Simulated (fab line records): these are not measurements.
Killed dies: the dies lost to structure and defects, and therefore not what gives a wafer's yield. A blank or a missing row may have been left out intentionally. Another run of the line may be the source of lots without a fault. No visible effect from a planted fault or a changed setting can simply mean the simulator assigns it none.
fab line records	flow n5_finfet	part 1 of 2: steps 1 to 14 of 26
[record] lots = 5	wafers = 15	last_day = 18
route steps=1938 shown MOL_CONTACT_COAG@605
lots with no fault: from the same line, run without faults
start_h: start of the lot's first displayed wafer, in hours after the record's first day	wait_h: how many hours have passed since the lot's step before this one	" same as the row above	L1.1+2: a row that stands for several wafers	- value missing, or start not given	* or withheld: withheld	< > ~ a bound
route shown NAME@n: NAME is a module with steps in the file, n the number in the route of the first one	usual: the fault-free wafers' mean and standard deviation	same: alike in all rows	chamber/n: place in a boat	sites: per-site readings	_std_site: the values' standard deviation	_edge_site: outer sites' mean less inner sites'	radius_mm: how far each site lies from the wafer's centre	mask NAME#n: copy n	behind: the last tool/chamber to shape the wafer	hold: the reason the lot was held/the length of the hold in hours/how it ended	device: transistor that didn't switch, given as n, p or np	end of line: the route-end tests of the same wafers	for a step that has no rows: nothing shown but its recipe	killed: the dies lost at the first sort to structure and to defects; this is not the yield of the wafer	map: a wafer's dies, x killed, . not, _ none there
set.NAME: the setting that was run; set.NAME@STEP: the one run at that earlier step	model.NAME: the simulator's own value behind a step, which no gauge read
lots at selected steps of the route; one table per step, one row per wafer
services: when a tool's chamber went out of use (start_h, in hours from the record's first day, below 0 if earlier), for how many hours, and the reason
[[steps]]
[step N5_MOL_CONTACT_COAG_DESCUM_45]
[recipe] chemistry = O2	time_s = 7	source_power_w = 50	bias_power_w = 20	pressure_mtorr = 20	rf_frequency_hz = 2.712e+07	temp_c = 40	resist = CAR-EUV	o2_flow_sccm = 225
[usual] bias_power_w = 20.00/0.057	drypump_motor_current_A = 5.6/0.49	oes_product_au = 0.79/0.1	rf_vpp_V = 243.6/1.5	showerhead_plenum_p_Torr = 2.12/0.082	throttle_valve_pct = 20.43/0.29
lot.wafer	tool	chamber	start_h	wait_h	bias_power_w	drypump_motor_current_A	oes_product_au	rf_hours_counter_h	rf_vpp_V	showerhead_plenum_p_Torr	throttle_valve_pct
L077.2	rie_diel-04	2	120.45	0.0	20.06	5.8	0.81	71	245.1	2.13	20.53
L077.3	"	3	"	"	19.94	5.7	0.79	134	241.6	2.01	20.55
L077.4	"	1	"	"	19.91	5.9	0.75	154	243.2	2.17	20.11
L082.3	rie_diel-06	3	147.90	0.1	20.00	6.0	0.80	111	245.4	2.22	20.71
L082.4	"	0	"	"	20.04	5.9	0.93	18	244.6	2.22	20.29
L082.6	"	0	"	"	20.05	5.8	0.95	-	246.6	2.22	20.28
L087.4	rie_diel-06	2	202.46	0.0	19.98	4.9	0.67	-	241.7	2.07	20.22
L087.5	"	0	"	"	19.93	5.8	0.92	-	244.3	2.21	20.32
L087.6	"	3	"	"	20.00	6.0	0.78	-	244.0	2.21	20.71
L086.1	rie_diel-05	0	208.40	0.1	20.04	6.5	0.74	174	241.7	1.99	20.36
L086.2	"	2	"	"	20.02	5.2	0.94	21	246.4	2.22	19.96
L086.5	"	0	"	"	20.07	6.5	0.74	-	240.8	1.99	20.36
L093.2	rie_diel-05	1	234.18	0.1	19.99	5.2	0.94	16	244.6	2.15	20.60
L093.3	"	2	"	"	19.94	5.2	0.93	26	244.7	2.22	19.97
L093.4	"	0	"	"	19.98	6.4	0.73	186	241.5	1.99	20.39
[step N5_MOL_CONTACT_COAG_ETCH_65]
[recipe] chemistry = N2/H2	target = underlayer	target_depth_a = 130	mask_material = CAR-EUV	time_s = 10.4	ion_energy_ev = 200	pressure_mtorr = 30	source_w = 840	bias_w = 150	n2_flow_sccm = 200	h2_flow_sccm = 200	ends = cleared
[usual] drypump_motor_current_A = 5.6/0.48	etch_rf_on_time_s = 10.33/0.22	oes_product_au = 0.68/0.083	rf_vpp_V = 524.9/2.8	showerhead_plenum_p_Torr = 2.57/0.095	throttle_valve_pct = 17.78/0.26
lot.wafer	tool	chamber	start_h	wait_h	drypump_motor_current_A	etch_rf_on_time_s	oes_product_au	rf_hours_counter_h	rf_vpp_V	showerhead_plenum_p_Torr	throttle_valve_pct
L077.2	rie_diel-04	2	120.48	0.0	5.8	10.01	0.72	71	526.3	2.59	18.06
L077.3	"	3	"	"	5.8	10.07	0.68	134	521.7	2.43	17.87
L077.4	"	1	"	"	5.9	10.21	0.65	154	526.1	2.64	17.62
L082.3	rie_diel-06	3	147.93	0.0	6.0	10.41	0.68	111	527.2	2.68	17.88
L082.4	"	0	"	"	5.8	10.26	0.79	18	527.2	2.72	17.93
L082.6	"	0	"	"	5.8	10.25	0.80	-	529.8	2.72	17.93
L087.4	rie_diel-06	2	202.49	0.0	5.0	10.63	0.57	-	523.4	2.50	17.61
L087.5	"	0	"	"	5.8	10.16	0.77	-	528.3	2.71	17.95
L087.6	"	3	"	"	6.0	10.29	0.67	-	528.1	2.67	17.90
L086.1	rie_diel-05	0	208.43	0.0	6.4	10.65	0.62	174	522.0	2.43	17.79
L086.2	"	2	"	"	5.2	10.11	0.80	21	531.1	2.69	17.23
L086.5	"	0	"	"	6.4	10.55	0.63	-	522.2	2.43	17.78
L093.2	rie_diel-05	1	234.21	0.0	5.1	9.98	0.80	16	528.0	2.59	17.74
L093.3	"	2	"	"	5.2	9.97	0.79	26	528.8	2.68	17.23
L093.4	"	0	"	"	6.4	10.53	0.62	186	518.6	2.43	17.82
[step N5_MOL_CONTACT_COAG_ETCH_66]
[recipe] chemistry = CF4	target = SiARC	target_depth_a = 130	mask_material = CAR-EUV	time_s = 21.7	ion_energy_ev = 80	pressure_mtorr = 40	source_w = 545	bias_w = 36	Ar_flow_sccm = 100	cf4_flow_sccm = 100	ends = cleared
[usual] drypump_motor_current_A = 5.6/0.49	etch_rf_on_time_s = 21.6/0.53	oes_product_au = 0.68/0.084	rf_vpp_V = 184.3/1.3	showerhead_plenum_p_Torr = 2.17/0.078	throttle_valve_pct = 15.61/0.26
lot.wafer	tool	chamber	start_h	wait_h	drypump_motor_current_A	etch_rf_on_time_s	oes_product_au	rf_hours_counter_h	rf_vpp_V	showerhead_plenum_p_Torr	throttle_valve_pct
L077.2	rie_diel-04	2	120.50	0.0	5.7	20.9	0.72	71	184.5	2.17	15.61
L077.3	"	3	"	"	5.8	20.9	0.69	134	183.6	2.07	15.79
L077.4	"	1	"	"	5.9	21.3	0.66	155	185.6	2.22	15.37
L082.3	rie_diel-06	3	147.95	0.0	6.0	21.8	0.67	111	185.2	2.24	15.68
L082.4	"	0	"	"	5.8	21.4	0.80	18	185.9	2.29	15.61
L082.6	"	0	"	"	5.8	21.4	0.79	-	186.3	2.29	15.63
L087.4	rie_diel-06	2	202.52	0.0	4.9	21.9	0.58	-	182.5	2.11	15.45
L087.5	"	0	"	"	5.8	20.8	0.78	-	186.4	2.28	15.65
L087.6	"	3	"	"	6.0	20.9	0.68	-	184.4	2.23	15.69
L086.1	rie_diel-05	0	208.45	0.0	6.5	22.2	0.62	174	181.9	2.05	15.59
L086.2	"	2	"	"	5.2	20.8	0.80	21	184.2	2.27	15.22
L086.5	"	0	"	"	6.4	22.2	0.62	-	182.4	2.05	15.61
L093.2	rie_diel-05	1	234.23	0.0	5.1	21.3	0.80	16	183.6	2.19	15.56
L093.3	"	2	"	"	5.2	21.0	0.79	26	185.8	2.27	15.23
L093.4	"	0	"	"	6.5	22.4	0.61	186	182.6	2.04	15.64
[step N5_MOL_CONTACT_COAG_ALD_133]
[recipe] material = SiO2	target_thk_a = 50	temp_c = 100	ald_precursor_family = BDEAS	ald_co_reactant = O2-plasma	pulse_time_s = 1	co_reactant_pulse_time_s = 1	purge_time_s = 2	co_reactant_purge_time_s = 2	ald_cycles = 35	pressure_torr = 2
[usual] heater_power_w = 76/6.3	precursor_pulse_height_rel = 1.004/0.02
lot.wafer	tool	chamber	start_h	wait_h	heater_power_w	precursor_pulse_height_rel
L077.2	ald_sin-03	3	120.58	0.1	78	0.986
L077.3	"	1	"	"	73	1.044
L077.4	"	0	"	"	72	1.013
L082.3	ald_sin-03	0	148.03	0.1	72	1.019
L082.4	"	3	"	"	78	1.004
L082.6	"	3	"	"	79	0.981
L087.4	ald_sin-03	2	202.95	0.4	74	0.991
L087.5	"	0	"	"	73	1.005
L087.6	"	1	"	"	74	1.037
L086.1	ald_sin-03	3	208.61	0.1	78	1.004
L086.2	"	2	"	"	72	0.996
L086.5	"	1	"	"	73	1.000
L093.2	ald_sin-01	0	234.31	0.1	80	1.016
L093.3	"	1	"	"	81	0.986
L093.4	"	3	"	"	76	0.978
[step N5_MOL_CONTACT_COAG_ETCHBACK_134]
[recipe] chemistry = CHF3	target = SiO2	target_depth_a = 100	time_s = 6.7	ion_energy_ev = 200	pressure_mtorr = 30	source_w = 610	bias_w = 170	Ar_flow_sccm = 200	CHF3_flow_sccm = 50
[usual] drypump_motor_current_A = 5.6/0.49	oes_product_au = 0.79/0.083	rf_vpp_V = 532/13	showerhead_plenum_p_Torr = 2.40/0.084	throttle_valve_pct = 18.67/0.25
lot.wafer	tool	chamber	start_h	wait_h	drypump_motor_current_A	oes_product_au	rf_hours_counter_h	rf_vpp_V	showerhead_plenum_p_Torr	throttle_valve_pct
L077.2	rie_diel-05	1	120.76	0.1	5.2	0.71	229	545	2.46	19.15
L077.3	"	0	"	"	6.5	0.75	147	517	2.29	18.72
L077.4	"	0	"	"	6.4	0.75	-	517	2.30	18.71
L082.3	rie_diel-04	1	148.22	0.1	5.9	0.75	163	544	2.46	18.46
L082.4	"	3	"	"	5.8	0.80	143	522	2.29	18.90
L082.6	"	2	"	"	5.8	0.82	-	537	2.42	18.84
L087.4	rie_diel-04	2	203.24	0.2	5.8	0.81	95	536	2.41	18.84
L087.5	"	0	"	"	4.7	0.82	-	548	2.41	18.52
L087.6	"	1	"	"	5.9	0.73	-	545	2.45	18.50
L086.1	rie_diel-06	2	208.78	0.1	5.0	0.68	249	534	2.33	18.37
L086.2	"	3	"	"	6.0	0.78	131	517	2.48	18.83
L086.5	"	0	"	"	5.8	0.90	-	507	2.53	18.76
L093.2	rie_diel-04	3	234.49	0.1	5.7	0.76	176	522	2.28	18.97
L093.3	"	1	"	"	5.9	0.73	196	544	2.45	18.51
L093.4	"	0	"	"	4.8	0.81	-	547	2.40	18.55
[step N5_MOL_CONTACT_COAG_ETCH_67]
[recipe] chemistry = N2/H2	target = SOC	target_depth_a = 600	overetch_a = 210	mask_material = SiARC	temp_c = 40	time_s = 101.2	ion_energy_ev = 200	pressure_mtorr = 30	source_w = 840	bias_w = 150	n2_flow_sccm = 200	h2_flow_sccm = 200
[usual] drypump_motor_current_A = 5.6/0.5	oes_product_au = 0.66/0.065	rf_vpp_V = 524.4/2.7	showerhead_plenum_p_Torr = 2.56/0.094	throttle_valve_pct = 17.74/0.21
lot.wafer	tool	chamber	start_h	wait_h	drypump_motor_current_A	oes_product_au	rf_hours_counter_h	rf_vpp_V	showerhead_plenum_p_Torr	throttle_valve_pct
L077.2	rie_diel-05	1	120.80	0.0	5.2	0.59	229	526.7	2.61	18.03
L077.3	"	0	"	"	6.5	0.64	147	520.7	2.45	17.73
L077.4	"	0	"	"	6.5	0.64	-	521.1	2.44	17.73
L082.3	rie_diel-04	1	148.25	0.0	5.9	0.62	163	526.0	2.64	17.60
L082.4	"	3	"	"	5.8	0.65	143	520.8	2.43	17.83
L082.6	"	2	"	"	5.8	0.68	-	524.4	2.59	18.04
L087.4	rie_diel-04	2	203.27	0.0	5.8	0.66	95	523.4	2.58	18.06
L087.5	"	0	"	"	4.8	0.68	-	523.0	2.56	17.64
L087.6	"	1	"	"	5.9	0.61	-	525.7	2.63	17.62
L086.1	rie_diel-06	2	208.82	0.0	5.0	0.57	249	522.6	2.50	17.60
L086.2	"	3	"	"	6.0	0.65	131	526.2	2.67	17.89
L086.5	"	0	"	"	5.9	0.74	-	528.3	2.71	17.92
L093.2	rie_diel-04	3	234.53	0.0	5.8	0.63	176	520.1	2.41	17.88
L093.3	"	1	"	"	5.9	0.61	196	526.8	2.62	17.65
L093.4	"	0	"	"	4.8	0.67	-	526.4	2.55	17.65
[step N5_MOL_CONTACT_COAG_STRIP_68]
[recipe] chemistry = N2/H2	temp_c = 40	n2_flow_sccm = 200	h2_flow_sccm = 200	rf_frequency_hz = 6e+07
lot.wafer	tool	chamber	start_h	wait_h
L077.2+3+4	rie_diel-05	1,0,0	120.87	0.0
L082.3+4+6	rie_diel-04	1,3,2	148.32	0.0
L087.4+5+6	rie_diel-04	2,0,1	203.34	0.0
L086.1+2+5	rie_diel-06	2,3,0	208.89	0.0
L093.2+3+4	rie_diel-04	3,1,0	234.60	0.0
[step N5_MOL_CONTACT_COAG_STRIP_69]
[recipe] chemistry = N2/H2	temp_c = 40	n2_flow_sccm = 200	h2_flow_sccm = 200	rf_frequency_hz = 6e+07
lot.wafer	tool	chamber	start_h	wait_h
L077.2+3+4	rie_diel-05	1,0,0	120.88	0.0
L082.3+4+6	rie_diel-04	1,3,2	148.33	0.0
L087.4+5+6	rie_diel-04	2,0,1	203.35	0.0
L086.1+2+5	rie_diel-06	2,3,0	208.90	0.0
L093.2+3+4	rie_diel-04	3,1,0	234.61	0.0
[step N5_MOL_CONTACT_COAG_ETCHBACK_136]
[recipe] chemistry = CHF3	target = SiO2	target_depth_a = 250	time_s = 16.7	ion_energy_ev = 200	pressure_mtorr = 30	source_w = 610	bias_w = 170	Ar_flow_sccm = 200	CHF3_flow_sccm = 50
[usual] drypump_motor_current_A = 5.6/0.49	oes_product_au = 0.79/0.084	rf_vpp_V = 532/13	showerhead_plenum_p_Torr = 2.40/0.084	throttle_valve_pct = 18.67/0.25
lot.wafer	tool	chamber	start_h	wait_h	drypump_motor_current_A	oes_product_au	rf_hours_counter_h	rf_vpp_V	showerhead_plenum_p_Torr	throttle_valve_pct
L077.2	rie_diel-05	1	120.89	0.0	5.1	0.70	229	543	2.46	19.16
L077.3	"	0	"	"	6.5	0.74	147	518	2.29	18.72
L077.4	"	0	"	"	6.4	0.75	-	518	2.30	18.70
L082.3	rie_diel-04	1	148.34	0.0	5.9	0.75	163	545	2.46	18.46
L082.4	"	3	"	"	5.8	0.79	143	523	2.29	18.91
L082.6	"	2	"	"	5.8	0.82	-	537	2.42	18.82
L087.4	rie_diel-04	2	203.36	0.0	5.8	0.80	95	536	2.41	18.86
L087.5	"	0	"	"	4.8	0.83	-	548	2.41	18.53
L087.6	"	1	"	"	5.9	0.72	-	546	2.45	18.47
L086.1	rie_diel-06	2	208.91	0.0	4.9	0.67	249	535	2.33	18.36
L086.2	"	3	"	"	6.0	0.78	131	518	2.48	18.83
L086.5	"	0	"	"	5.8	0.89	-	507	2.53	18.78
L093.2	rie_diel-04	3	234.62	0.0	5.8	0.75	176	523	2.28	18.97
L093.3	"	1	"	"	5.9	0.72	196	545	2.45	18.51
L093.4	"	0	"	"	4.8	0.81	-	548	2.40	18.54
[step N5_MOL_CONTACT_COAG_STRIP_120]
[recipe] chemistry = CHF3	resist = SiARC	rf_frequency_hz = 6e+07
lot.wafer	tool	chamber	start_h	wait_h
L077.2+3+4	rie_diel-05	1,0,0	120.91	0.0
L082.3+4+6	rie_diel-04	1,3,2	148.37	0.0
L087.4+5+6	rie_diel-04	2,0,1	203.39	0.0
L086.1+2+5	rie_diel-06	2,3,0	208.93	0.0
L093.2+3+4	rie_diel-04	3,1,0	234.64	0.0
[step N5_MOL_CONTACT_COAG_VIA_ETCH_117]
[recipe] chemistry = C4F6/O2	target_depth_a = 400	overetch_a = 80	mask_material = SOC	target = SiO2	bias_w = 455	pressure_mtorr = 10	time_s = 26	source_w = 325	Ar_flow_sccm = 300	C4F6_flow_sccm = 10	O2_flow_sccm = 10	ion_energy_ev = 575.3	ends = end_point
[usual] drypump_motor_current_A = 5.6/0.49	oes_product_au = 0.70/0.067	rf_vpp_V = 1610/36	showerhead_plenum_p_Torr = 2.86/0.099	throttle_valve_pct = 41.0/0.43
lot.wafer	tool	chamber	start_h	wait_h	drypump_motor_current_A	oes_product_au	rf_hours_counter_h	rf_vpp_V	showerhead_plenum_p_Torr	throttle_valve_pct
L077.2	rie_diel-05	1	120.92	0.0	5.2	0.63	229	1644	2.94	41.7
L077.3	"	0	"	"	6.4	0.69	147	1566	2.74	41.0
L077.4	"	0	"	"	6.4	0.69	-	1566	2.74	41.0
L082.3	rie_diel-04	1	148.38	0.0	5.9	0.66	163	1646	2.93	40.7
L082.4	"	3	"	"	5.8	0.69	143	1585	2.73	41.2
L082.6	"	2	"	"	5.8	0.72	-	1621	2.88	41.4
L087.4	rie_diel-04	2	203.40	0.0	5.8	0.71	95	1619	2.88	41.4
L087.5	"	0	"	"	4.7	0.72	-	1653	2.87	41.2
L087.6	"	1	"	"	5.9	0.65	-	1645	2.92	40.7
L086.1	rie_diel-06	2	208.94	0.0	5.0	0.61	249	1613	2.78	40.3
L086.2	"	3	"	"	6.0	0.69	131	1571	2.96	41.4
L086.5	"	0	"	"	5.8	0.79	-	1540	3.02	40.9
L093.2	rie_diel-04	3	234.65	0.0	5.7	0.67	176	1582	2.72	41.2
L093.3	"	1	"	"	5.9	0.64	196	1644	2.92	40.7
L093.4	"	0	"	"	4.7	0.71	-	1653	2.87	41.2
[step N5_MOL_CONTACT_COAG_ETCH_124]
[recipe] chemistry = CH3F/O2	target = SiNx	target_depth_a = 65	mask_material = SOC	stop_on = SiOC	over_etch_frac = 0.3	ion_energy_ev = 120	pressure_mtorr = 30	source_w = 395	bias_w = 73	Ar_flow_sccm = 150	CH3F_flow_sccm = 30	O2_flow_sccm = 20	ends = end_point
[usual] drypump_motor_current_A = 5.6/0.49	oes_product_au = 0.67/0.066	rf_vpp_V = 302/7.2	showerhead_plenum_p_Torr = 2.01/0.072	throttle_valve_pct = 16.27/0.24
lot.wafer	tool	chamber	start_h	wait_h	drypump_motor_current_A	oes_product_au	rf_hours_counter_h	rf_vpp_V	showerhead_plenum_p_Torr	throttle_valve_pct
L077.2	rie_diel-05	1	120.95	0.0	5.1	0.60	229	309	2.07	16.76
L077.3	"	0	"	"	6.5	0.66	147	293	1.92	16.30
L077.4	"	0	"	"	6.4	0.65	-	293	1.92	16.30
L082.3	rie_diel-04	1	148.41	0.0	5.9	0.64	163	310	2.07	16.08
L082.4	"	3	"	"	5.8	0.66	143	298	1.92	16.48
L082.6	"	2	"	"	5.8	0.69	-	306	2.03	16.41
L087.4	rie_diel-04	2	203.42	0.0	5.8	0.67	95	303	2.03	16.43
L087.5	"	0	"	"	4.7	0.70	-	310	2.02	16.10
L087.6	"	1	"	"	5.9	0.62	-	309	2.06	16.09
L086.1	rie_diel-06	2	208.97	0.0	4.9	0.58	249	303	1.96	16.06
L086.2	"	3	"	"	6.1	0.66	131	296	2.09	16.42
L086.5	"	0	"	"	5.8	0.76	-	288	2.13	16.29
L093.2	rie_diel-04	3	234.68	0.0	5.8	0.65	176	298	1.91	16.56
L093.3	"	1	"	"	5.9	0.62	196	310	2.06	16.13
L093.4	"	0	"	"	4.8	0.68	-	309	2.02	16.13
[step N5_MOL_CONTACT_COAG_ETCH_48]
[recipe] chemistry = C4F6/O2	target_depth_a = 150	overetch_a = 45	mask_material = SOC	target = SiOC	bias_w = 465	pressure_mtorr = 10	time_s = 17	source_w = 335	Ar_flow_sccm = 300	C4F6_flow_sccm = 10	O2_flow_sccm = 10	ion_energy_ev = 576
[usual] drypump_motor_current_A = 5.6/0.49	oes_product_au = 0.66/0.071	rf_vpp_V = 1612/36	showerhead_plenum_p_Torr = 2.86/0.099	throttle_valve_pct = 40.6/0.43
lot.wafer	tool	chamber	start_h	wait_h	drypump_motor_current_A	oes_product_au	rf_hours_counter_h	rf_vpp_V	showerhead_plenum_p_Torr	throttle_valve_pct
L077.2	rie_diel-05	1	120.99	0.0	5.1	0.63	229	1645	2.94	41.2
L077.3	"	0	"	"	6.4	0.69	147	1569	2.74	40.6
L077.4	"	0	"	"	6.4	0.67	-	1568	2.74	40.6
L082.3	rie_diel-04	1	148.45	0.0	5.9	0.59	163	1647	2.93	40.2
L082.4	"	3	"	"	5.8	0.62	143	1585	2.73	40.7
L082.6	"	2	"	"	5.8	0.68	-	1623	2.88	41.0
L087.4	rie_diel-04	2	203.46	0.0	5.8	0.68	95	1620	2.88	41.0
L087.5	"	0	"	"	4.7	0.68	-	1655	2.87	40.7
L087.6	"	1	"	"	5.9	0.63	-	1647	2.92	40.3
L086.1	rie_diel-06	2	209.01	0.0	5.0	0.57	249	1616	2.78	39.8
L086.2	"	3	"	"	6.0	0.62	131	1572	2.96	40.9
L086.5	"	0	"	"	5.8	0.73	-	1543	3.02	40.5
L093.2	rie_diel-04	3	234.72	0.0	5.8	0.66	176	1586	2.72	40.8
L093.3	"	1	"	"	5.9	0.64	196	1646	2.92	40.3
L093.4	"	0	"	"	4.8	0.66	-	1655	2.87	40.7
[step N5_MOL_CONTACT_COAG_STRIP_72]
[recipe] chemistry = N2/H2	power_w = 450	temp_c = 40	pressure_mtorr = 20	rf_frequency_hz = 6e+07	overash_fraction = 3	bias_power_w = 7	h2_frac = 0.5	n2_flow_sccm = 200	h2_flow_sccm = 200
[usual] bias_power_w = 6.999/0.021	drypump_motor_current_A = 5.6/0.49	oes_product_au = 0.79/0.086	rf_vpp_V = 59.4/1.8	showerhead_plenum_p_Torr = 2.56/0.095	throttle_valve_pct = 23.53/0.24
lot.wafer	tool	chamber	start_h	wait_h	bias_power_w	drypump_motor_current_A	oes_product_au	rf_hours_counter_h	rf_vpp_V	showerhead_plenum_p_Torr	throttle_valve_pct
L077.2	rie_diel-05	1	121.04	0.0	7.005	5.2	0.70	229	60.1	2.60	23.66
L077.3	"	0	"	"	7.005	6.5	0.78	147	60.8	2.44	23.43
L077.4	"	0	"	"	6.955	6.4	0.77	-	56.0	2.44	23.43
L082.3	rie_diel-04	1	148.50	0.0	6.990	6.0	0.72	163	59.3	2.63	23.46
L082.4	"	3	"	"	7.022	5.8	0.78	143	56.9	2.42	23.54
L082.6	"	2	"	"	7.036	5.8	0.81	-	57.3	2.59	24.01
L087.4	rie_diel-04	2	203.52	0.0	6.954	5.8	0.78	95	58.1	2.58	24.01
L087.5	"	0	"	"	6.998	4.8	0.83	-	59.9	2.55	23.60
L087.6	"	1	"	"	6.957	5.9	0.72	-	60.7	2.62	23.44
L086.1	rie_diel-06	2	209.06	0.0	7.010	4.9	0.67	249	58.8	2.50	23.33
L086.2	"	3	"	"	7.024	6.0	0.77	131	55.7	2.66	23.60
L086.5	"	0	"	"	7.014	5.8	0.91	-	62.7	2.71	23.83
L093.2	rie_diel-04	3	234.77	0.0	7.020	5.8	0.75	176	58.6	2.41	23.57
L093.3	"	1	"	"	7.027	6.0	0.72	196	58.8	2.62	23.48
L093.4	"	0	"	"	7.001	4.8	0.81	-	60.7	2.55	23.61
